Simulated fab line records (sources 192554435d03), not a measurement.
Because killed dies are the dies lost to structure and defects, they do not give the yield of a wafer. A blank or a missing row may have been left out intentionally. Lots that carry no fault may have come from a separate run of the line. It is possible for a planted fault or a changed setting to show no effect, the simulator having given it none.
Split-lot trial || flow n5_finfet || 39 wafers read from 7 lots, route of 1938 steps

## SPLIT DETAILS
At N5_FIN_SAQP_ETCH_65 (etches SiO2 in CF4, target depth 4 nm, time 4.4 s), the setting time_s was moved away from the recipe's 4.4 s on 12 of the 39 wafers read, by -44.3% to +31.2%. All remaining wafers had this setting at the recipe value.

The reading is taken at the split's own step.

## THE READING
etch.depth_nm (the simulator's own value, which no gauge read), in nm, at N5_FIN_SAQP_ETCH_65 (etches SiO2 in CF4, target depth 4 nm, time 4.4 s). The file gives no usual value for it. The 27 wafers here that ran the recipe average 3.983 nm, standard deviation 0.09 nm.

{"wafer": "L074.2", "tool, chamber at the split": "rie_si-04, 3", "time_s as run, s": 4.4, "against the recipe": "recipe", "etch.depth_nm, nm": 3.974, "against lot-mates on the recipe": "-"}
{"wafer": "L074.3", "tool, chamber at the split": "rie_si-04, 0", "time_s as run, s": 4.4, "against the recipe": "recipe", "etch.depth_nm, nm": 3.987, "against lot-mates on the recipe": "-"}
{"wafer": "L074.5", "tool, chamber at the split": "rie_si-04, 1", "time_s as run, s": 4.4, "against the recipe": "recipe", "etch.depth_nm, nm": 4.024, "against lot-mates on the recipe": "-"}
{"wafer": "L081.1", "tool, chamber at the split": "rie_si-04, 1", "time_s as run, s": 4.4, "against the recipe": "recipe", "etch.depth_nm, nm": 4.011, "against lot-mates on the recipe": "-"}
{"wafer": "L081.2", "tool, chamber at the split": "rie_si-04, 3", "time_s as run, s": 5.098, "against the recipe": "+15.9%", "etch.depth_nm, nm": 4.593, "against lot-mates on the recipe": "+0.538"}
{"wafer": "L081.3", "tool, chamber at the split": "rie_si-04, 0", "time_s as run, s": 5.098, "against the recipe": "+15.9%", "etch.depth_nm, nm": 4.554, "against lot-mates on the recipe": "+0.499"}
{"wafer": "L081.4", "tool, chamber at the split": "rie_si-04, 2", "time_s as run, s": 4.4, "against the recipe": "recipe", "etch.depth_nm, nm": 4.143, "against lot-mates on the recipe": "-"}
{"wafer": "L081.5", "tool, chamber at the split": "rie_si-04, 2", "time_s as run, s": 5.098, "against the recipe": "+15.9%", "etch.depth_nm, nm": 4.832, "against lot-mates on the recipe": "+0.777"}
{"wafer": "L081.6", "tool, chamber at the split": "rie_si-04, 1", "time_s as run, s": 4.4, "against the recipe": "recipe", "etch.depth_nm, nm": 4.01, "against lot-mates on the recipe": "-"}
{"wafer": "L083.1", "tool, chamber at the split": "rie_si-04, 1", "time_s as run, s": 2.471, "against the recipe": "-43.8%", "etch.depth_nm, nm": 2.247, "against lot-mates on the recipe": -1.677}
{"wafer": "L083.2", "tool, chamber at the split": "rie_si-04, 3", "time_s as run, s": 2.471, "against the recipe": "-43.8%", "etch.depth_nm, nm": 2.216, "against lot-mates on the recipe": -1.708}
{"wafer": "L083.3", "tool, chamber at the split": "rie_si-04, 0", "time_s as run, s": 4.4, "against the recipe": "recipe", "etch.depth_nm, nm": 3.899, "against lot-mates on the recipe": "-"}
{"wafer": "L083.4", "tool, chamber at the split": "rie_si-04, 2", "time_s as run, s": 2.471, "against the recipe": "-43.8%", "etch.depth_nm, nm": 2.33, "against lot-mates on the recipe": -1.594}
{"wafer": "L083.5", "tool, chamber at the split": "rie_si-04, 3", "time_s as run, s": 4.4, "against the recipe": "recipe", "etch.depth_nm, nm": 3.959, "against lot-mates on the recipe": "-"}
{"wafer": "L083.6", "tool, chamber at the split": "rie_si-04, 0", "time_s as run, s": 4.4, "against the recipe": "recipe", "etch.depth_nm, nm": 3.914, "against lot-mates on the recipe": "-"}
{"wafer": "L085.1", "tool, chamber at the split": "rie_si-02, 1", "time_s as run, s": 4.4, "against the recipe": "recipe", "etch.depth_nm, nm": 3.79, "against lot-mates on the recipe": "-"}
{"wafer": "L085.2", "tool, chamber at the split": "rie_si-02, 0", "time_s as run, s": 2.453, "against the recipe": "-44.3%", "etch.depth_nm, nm": 2.287, "against lot-mates on the recipe": -1.637}
{"wafer": "L085.3", "tool, chamber at the split": "rie_si-02, 2", "time_s as run, s": 4.4, "against the recipe": "recipe", "etch.depth_nm, nm": 3.987, "against lot-mates on the recipe": "-"}
{"wafer": "L085.4", "tool, chamber at the split": "rie_si-02, 3", "time_s as run, s": 2.453, "against the recipe": "-44.3%", "etch.depth_nm, nm": 2.188, "against lot-mates on the recipe": -1.736}
{"wafer": "L085.5", "tool, chamber at the split": "rie_si-02, 2", "time_s as run, s": 4.4, "against the recipe": "recipe", "etch.depth_nm, nm": 3.994, "against lot-mates on the recipe": "-"}
{"wafer": "L085.6", "tool, chamber at the split": "rie_si-02, 1", "time_s as run, s": 2.453, "against the recipe": "-44.3%", "etch.depth_nm, nm": 2.097, "against lot-mates on the recipe": -1.827}
{"wafer": "L087.1", "tool, chamber at the split": "rie_si-04, 3", "time_s as run, s": 5.774, "against the recipe": "+31.2%", "etch.depth_nm, nm": 5.212, "against lot-mates on the recipe": "+1.158"}
{"wafer": "L087.2", "tool, chamber at the split": "rie_si-04, 1", "time_s as run, s": 4.4, "against the recipe": "recipe", "etch.depth_nm, nm": 4.037, "against lot-mates on the recipe": "-"}
{"wafer": "L087.3", "tool, chamber at the split": "rie_si-04, 0", "time_s as run, s": 4.4, "against the recipe": "recipe", "etch.depth_nm, nm": 3.933, "against lot-mates on the recipe": "-"}
{"wafer": "L087.4", "tool, chamber at the split": "rie_si-04, 2", "time_s as run, s": 5.774, "against the recipe": "+31.2%", "etch.depth_nm, nm": 5.513, "against lot-mates on the recipe": "+1.459"}
{"wafer": "L087.5", "tool, chamber at the split": "rie_si-04, 2", "time_s as run, s": 4.4, "against the recipe": "recipe", "etch.depth_nm, nm": 4.193, "against lot-mates on the recipe": "-"}
{"wafer": "L087.6", "tool, chamber at the split": "rie_si-04, 3", "time_s as run, s": 5.774, "against the recipe": "+31.2%", "etch.depth_nm, nm": 5.179, "against lot-mates on the recipe": "+1.125"}
{"wafer": "L089.1", "tool, chamber at the split": "rie_si-04, 3", "time_s as run, s": 4.4, "against the recipe": "recipe", "etch.depth_nm, nm": 3.87, "against lot-mates on the recipe": "-"}
{"wafer": "L089.2", "tool, chamber at the split": "rie_si-04, 1", "time_s as run, s": 4.4, "against the recipe": "recipe", "etch.depth_nm, nm": 3.938, "against lot-mates on the recipe": "-"}
{"wafer": "L089.3", "tool, chamber at the split": "rie_si-04, 0", "time_s as run, s": 4.4, "against the recipe": "recipe", "etch.depth_nm, nm": 3.863, "against lot-mates on the recipe": "-"}
{"wafer": "L089.4", "tool, chamber at the split": "rie_si-04, 2", "time_s as run, s": 4.4, "against the recipe": "recipe", "etch.depth_nm, nm": 4.055, "against lot-mates on the recipe": "-"}
{"wafer": "L089.5", "tool, chamber at the split": "rie_si-04, 0", "time_s as run, s": 4.4, "against the recipe": "recipe", "etch.depth_nm, nm": 3.845, "against lot-mates on the recipe": "-"}
{"wafer": "L089.6", "tool, chamber at the split": "rie_si-04, 1", "time_s as run, s": 4.4, "against the recipe": "recipe", "etch.depth_nm, nm": 3.932, "against lot-mates on the recipe": "-"}
{"wafer": "L097.1", "tool, chamber at the split": "rie_si-06, 3", "time_s as run, s": 4.4, "against the recipe": "recipe", "etch.depth_nm, nm": 4.041, "against lot-mates on the recipe": "-"}
{"wafer": "L097.2", "tool, chamber at the split": "rie_si-06, 1", "time_s as run, s": 4.4, "against the recipe": "recipe", "etch.depth_nm, nm": 3.992, "against lot-mates on the recipe": "-"}
{"wafer": "L097.6", "tool, chamber at the split": "rie_si-06, 1", "time_s as run, s": 4.4, "against the recipe": "recipe", "etch.depth_nm, nm": 3.992, "against lot-mates on the recipe": "-"}
{"wafer": "L097.3", "tool, chamber at the split": "rie_si-06, 0", "time_s as run, s": 4.4, "against the recipe": "recipe", "etch.depth_nm, nm": 4.148, "against lot-mates on the recipe": "-"}
{"wafer": "L097.4", "tool, chamber at the split": "rie_si-06, 2", "time_s as run, s": 4.4, "against the recipe": "recipe", "etch.depth_nm, nm": 4.013, "against lot-mates on the recipe": "-"}
{"wafer": "L097.5", "tool, chamber at the split": "rie_si-06, 2", "time_s as run, s": 4.4, "against the recipe": "recipe", "etch.depth_nm, nm": 4.01, "against lot-mates on the recipe": "-"}

FIT RESULTS
A straight line over all 39 wafers: etch.depth_nm changes by +0.0405 nm for each +1% of time_s; r = +0.99; the points scatter about the line by 0.1 nm.
The same after taking each lot's own level away (the mean of its wafers on the recipe; 39 wafers): +0.0388 nm for each +1%; r = +0.99; scatter 0.086 nm.
Per that fit: largest time_s move, reading shift of 1.7 nm.
The span of the lots' own levels, 3.9172 to 4.0547 nm, comes to 1.5 times the standard deviation stated above.
Hence the lot-to-lot level has little effect on the slope; both slopes agree.
Check: with one of the wafers moved furthest among these (-44.3%) left out of the fit, the line predicts -1.73 nm for it against its lot-mates. It came out at -1.64 nm against them.

## OTHER SPLITS ON THESE WAFERS
Before the reading, these wafers also passed through other splits. Each is held against what the fit with the lots' levels taken away leaves over:
{"other split on the same wafers": "N5_ZERO_LAYER_PECVD_02 time_s", "wafers away from the commonest value": 18, "r with etch.depth_nm (lot level and that fit taken away)": "+0.08"}

## FILE'S OWN FIT
etch.depth_nm changes by +0.0388 nm for each +1% of time_s, r = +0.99.
